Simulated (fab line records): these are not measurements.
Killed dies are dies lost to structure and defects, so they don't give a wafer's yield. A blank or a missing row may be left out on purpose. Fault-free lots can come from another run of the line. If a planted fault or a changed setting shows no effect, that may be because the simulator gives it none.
Chamber matching + flow nand-harc + rie-diel-01 running NHARC_A_STAIRCASE_DESCUM_291: 4 sister chambers
The step chemistry O2, time 3 s. 4 wafers are shown with their chamber, then 7 later ones without.

WAFERS, EACH WITH ITS CHAMBER
| wafer  | chamber | drypump-motor-current-A (A) |
|--------|---------|-----------------------------|
| L082.4 | 1       | 5.9                         |
| L086.5 | 0       | 5.4                         |
| L089.1 | 2       | 5.6                         |
| L089.3 | 3       | 6.1                         |

WAFERS WITHOUT THEIR CHAMBER
| wafer  | drypump-motor-current-A (A) |
|--------|-----------------------------|
| L089.4 | 5.4                         |
| L091.4 | 5.6                         |
| L091.5 | 6.0                         |
| L091.6 | 5.4                         |
| L093.1 | 6.1                         |
| L093.3 | 5.4                         |
| L093.4 | 5.4                         |

WHICH CHAMBER EACH WENT THROUGH
| wafer  | from the rows above     | in truth |
|--------|-------------------------|----------|
| L089.4 | 0                       | 0        |
| L091.4 | 2                       | 2        |
| L091.5 | can't be placed: 1 or 3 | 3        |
| L091.6 | 0                       | 0        |
| L093.1 | 3                       | 3        |
| L093.3 | 0                       | 0        |
| L093.4 | 0                       | 0        |
Correctly placed: 6 of 7. Can't be placed from these rows: 1 (the true chamber is among the candidates in 1). Wrongly placed: 0.
How it was worked out, from the rows above alone: a wafer's distance from a chamber is the root of the sum, over the readings, of the square of ((its reading less the chamber's mean) divided by the reading's scatter). The wafer belongs to the nearest chamber; if the next one is less than 2 further off, it can't be placed. A chamber's mean is the mean of its shown wafers. The scatter (one wafer shown for each chamber): square how far every hidden wafer sits from the nearest shown wafer, average those squares and take the square root.
